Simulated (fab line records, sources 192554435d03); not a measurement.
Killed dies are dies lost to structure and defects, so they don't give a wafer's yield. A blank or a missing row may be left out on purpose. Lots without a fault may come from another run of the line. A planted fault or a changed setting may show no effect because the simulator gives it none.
Which tool did it? | flow n5_finfet | 11 lots, 33 wafers sampled, at 4 steps of a route of 1938

WHAT THE GAUGES READ, wafer by wafer
N5_BEOL_M10_THK_MEAS_01.
lot  | measured     | on            | M10_ILD_THK (nm)
L815 | day 10 00:27 | film_metro-02 | 265 262 274
L817 | day 10 15:40 | film_metro-02 | 264 268 268
L818 | day 10 18:31 | film_metro-01 | 267 273 272
L816 | day 11 05:07 | film_metro-01 | 267 270 274
L819 | day 11 11:08 | film_metro-02 | 265 269 271
L822 | day 12 17:02 | film_metro-02 | 264 268 271
L824 | day 12 18:12 | film_metro-01 | 266 273 270
L825 | day 13 16:44 | film_metro-02 | 259 266 268
L831 | day 14 10:07 | film_metro-01 | 266 271 270
L833 | day 15 00:58 | film_metro-02 | 262 266 265
L838 | day 17 05:06 | film_metro-01 | 264 265 265

WHICH TOOL RAN EACH LOT (tool, then ch and the chambers of the sampled wafers, then the start)
lot  | N5_BEOL_M9_STRIP_36                | N5_BEOL_M9_CVD_78                | N5_BEOL_M9_SPUTTER_48
L815 | rie_diel-05 ch 2,3, day 9 18:35    | cvd_co-02 ch 0,1,2, day 9 20:14  | pvd_sputter-01, day 9 20:25
L817 | rie_diel-05 ch 0,1, day 10 10:05   | cvd_co-01 ch 0,1, day 10 11:40   | pvd_sputter-02, day 10 13:16
L818 | rie_diel-05 ch 0,1,3, day 10 13:03 | cvd_co-02 ch 0,1,2, day 10 14:26 | pvd_sputter-01, day 10 16:24
L816 | rie_diel-05 ch 0,2, day 10 23:49   | cvd_co-02 ch 0,1,2, day 11 02:48 | pvd_sputter-03, day 11 03:31
L819 | rie_diel-03 ch 1,2,3, day 11 07:18 | cvd_co-01 ch 0,1,2, day 11 08:40 | pvd_sputter-02, day 11 09:27
L822 | rie_diel-03 ch 0,1,2, day 12 11:28 | cvd_co-01 ch 1,2, day 12 14:55   | pvd_sputter-02, day 12 15:08
L824 | rie_diel-04 ch 1,3, day 12 14:38   | cvd_co-01 ch 0,2, day 12 16:23   | pvd_sputter-02, day 12 16:32
L825 | rie_diel-05 ch 1,2, day 13 13:21   | cvd_co-02 ch 0,1, day 13 14:50   | pvd_sputter-01, day 13 14:57
L831 | rie_diel-05 ch 0,1,2, day 14 06:51 | cvd_co-02 ch 1,2, day 14 08:21   | pvd_sputter-01, day 14 08:31
L833 | rie_diel-05 ch 0,2,3, day 14 21:11 | cvd_co-02 ch 1,2, day 14 22:44   | pvd_sputter-01, day 14 23:16
L838 | rie_diel-04 ch 0,1, day 17 01:17   | cvd_co-01 ch 0,1, day 17 02:57   | pvd_sputter-01, day 17 03:29
- N5_BEOL_M9_STRIP_36: strips in N2/H2.
- N5_BEOL_M9_CVD_78: deposits Co from CCTBA/H2, target thk 2 nm, time 138.9 s.
- N5_BEOL_M9_SPUTTER_48: material Cu, target thk 12 nm, time 2 s.

THE ANSWER, worked out from the rows above alone
Rule: what is usual is taken from the lots themselves. Put in order of their means at a reading, lots are off if they are a third of the lots or fewer, leave a main group of 4 or more, and stand apart from it by a gap of 3 or more times the standard deviation of the main group's means; of several such gaps the widest counts. A main group whose means are all the same, to the digits that the tables above print for the reading, isn't used. A lot without any number at a reading at which 4 lots or more have one is off too. The other lots that the step has rows for count as sound.
No lot is off at any reading shown: from this, nothing can be told.

WHAT THE SIMULATOR HAD PUT IN
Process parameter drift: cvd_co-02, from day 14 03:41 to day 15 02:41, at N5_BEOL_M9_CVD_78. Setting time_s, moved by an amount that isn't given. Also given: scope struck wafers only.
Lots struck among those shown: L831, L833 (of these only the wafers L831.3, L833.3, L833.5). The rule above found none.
